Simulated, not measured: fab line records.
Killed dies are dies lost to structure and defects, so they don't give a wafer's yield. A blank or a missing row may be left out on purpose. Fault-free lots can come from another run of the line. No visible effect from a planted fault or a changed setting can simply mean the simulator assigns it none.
Matching of chambers + flow nand-harc + NHARC_P_M1_DEP_33 on pecvd-02: 3 sister chambers
The step deposits SiCN, target thk 30 nm. 6 wafers are shown with their chamber, then 12 later ones without.

WAFERS, EACH WITH ITS CHAMBER
| wafer  | chamber | heater-power-w (W) |
|--------|---------|--------------------|
| L083.4 | 2       | 609                |
| L087.3 | 2       | 521                |
| L091.4 | 1       | 489                |
| L090.1 | 0       | 511                |
| L090.5 | 0       | 520                |
| L090.6 | 1       | 557                |

WAFERS WITH NO CHAMBER GIVEN
| wafer  | heater-power-w (W) |
|--------|--------------------|
| L093.1 | 544                |
| L093.2 | 463                |
| L093.4 | 467                |
| L092.2 | 543                |
| L092.3 | 533                |
| L092.5 | 537                |
| L095.3 | 450                |
| L095.5 | 505                |
| L095.6 | 438                |
| L097.3 | 510                |
| L097.5 | 481                |
| L097.6 | 503                |

WHICH CHAMBER EACH WENT THROUGH
| wafer  | from the rows above          | in truth |
|--------|------------------------------|----------|
| L093.1 | can't be placed: 1 or 2 or 0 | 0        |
| L093.2 | can't be placed: 0 or 1 or 2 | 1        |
| L093.4 | can't be placed: 0 or 1 or 2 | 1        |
| L092.2 | can't be placed: 1 or 2 or 0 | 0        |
| L092.3 | can't be placed: 1 or 0 or 2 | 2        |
| L092.5 | can't be placed: 1 or 0 or 2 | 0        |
| L095.3 | can't be placed: 0 or 1 or 2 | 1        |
| L095.5 | can't be placed: 0 or 1 or 2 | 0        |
| L095.6 | can't be placed: 0 or 1 or 2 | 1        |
| L097.3 | can't be placed: 0 or 1 or 2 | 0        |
| L097.5 | can't be placed: 0 or 1 or 2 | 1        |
| L097.6 | can't be placed: 0 or 1 or 2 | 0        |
Placed correctly: 0 of 12. Cannot be placed on the basis of these rows: 12; the candidates contain the true chamber in 12. Wrongly placed: 0.
How it was worked out, from the rows above alone: a wafer's distance from a chamber is the root of the sum, over the readings, of the square of ((its reading less the chamber's mean) divided by the reading's scatter). The wafer belongs to the nearest chamber; if the next one is less than 2 further off, it can't be placed. A chamber's mean is the mean of its shown wafers. The scatter: take each reading less its chamber's mean, square it, sum over the shown wafers, divide by the number of wafers less the number of chambers, and take the root.
